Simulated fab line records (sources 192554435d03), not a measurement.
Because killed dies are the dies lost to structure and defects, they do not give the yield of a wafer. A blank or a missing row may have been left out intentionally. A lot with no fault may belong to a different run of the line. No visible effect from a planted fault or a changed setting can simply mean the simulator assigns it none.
Matching of chambers	flow n5 finfet	N5_BEOL_M5_ETCH_61 on rie diel-02 has 4 sister chambers
The step etches SiARC in CF4, target depth 15.6 nm, time 26 s. 16 wafers are shown with their chamber, then 8 later ones without.

== WAFERS WITH THEIR CHAMBER ==
wafer	chamber	drypump motor current A (A)	showerhead plenum p Torr (Torr)	throttle valve pct (%)
L077.1	3	5.2	2.17	15.8
L077.4	0	6.1	2.20	15.0
L077.5	1	6.6	2.25	15.4
L079.1	0	6.1	2.20	15.0
L079.4	1	6.5	2.25	15.4
L079.6	1	6.5	2.25	15.4
L084.1	2	5.3	2.06	15.7
L084.4	0	6.1	2.20	15.0
L084.6	2	5.3	2.06	15.6
L083.2	3	5.2	2.16	15.8
L083.4	2	5.3	2.06	15.6
L083.6	1	6.5	2.25	15.4
L086.1	2	5.3	2.05	15.7
L086.5	2	5.3	2.05	15.7
L086.6	3	5.2	2.16	15.9
L090.3	2	5.3	2.05	15.7

SIGNATURES (averages over the wafers above)
reading	chamber 0	chamber 1	chamber 2	chamber 3	scatter within a chamber
drypump motor current A	6.100	6.525	5.300	5.200	0.025
showerhead plenum p Torr	2.2000	2.2500	2.0550	2.1633	0.00425
throttle valve pct	15.000	15.400	15.667	15.833	0.0408
Rule: for each reading, subtract the chamber's mean from the wafer's reading, divide by that reading's scatter and square the result; add these up over the readings and take the root, which gives the wafer's distance from the chamber. If the next closest chamber is less than 2 further off than the closest, the wafer can't be placed; otherwise it belongs to the closest. The scatter: take each reading less its chamber's mean, square it, sum over the shown wafers, divide by the number of wafers less the number of chambers, and take the root.

== WAFERS WITHOUT THEIR CHAMBER ==
wafer	drypump motor current A (A)	showerhead plenum p Torr (Torr)	throttle valve pct (%)
L090.4	6.1	2.19	15.1
L090.5	5.3	2.05	15.7
L092.1	5.2	2.16	15.9
L092.2	6.2	2.19	15.1
L092.6	6.5	2.24	15.4
L094.1	6.2	2.19	15.1
L094.2	6.6	2.24	15.4
L094.5	5.3	2.05	15.7

== WHICH CHAMBER EACH ONE RAN IN ==
wafer	from the rows above	in truth
L090.4	0	0
L090.5	2	2
L092.1	3	3
L092.2	0	0
L092.6	1	1
L094.1	0	0
L094.2	1	1
L094.5	2	2
Placed correctly: 8 of 8. Not placeable from these rows: 0. Wrongly placed: 0.
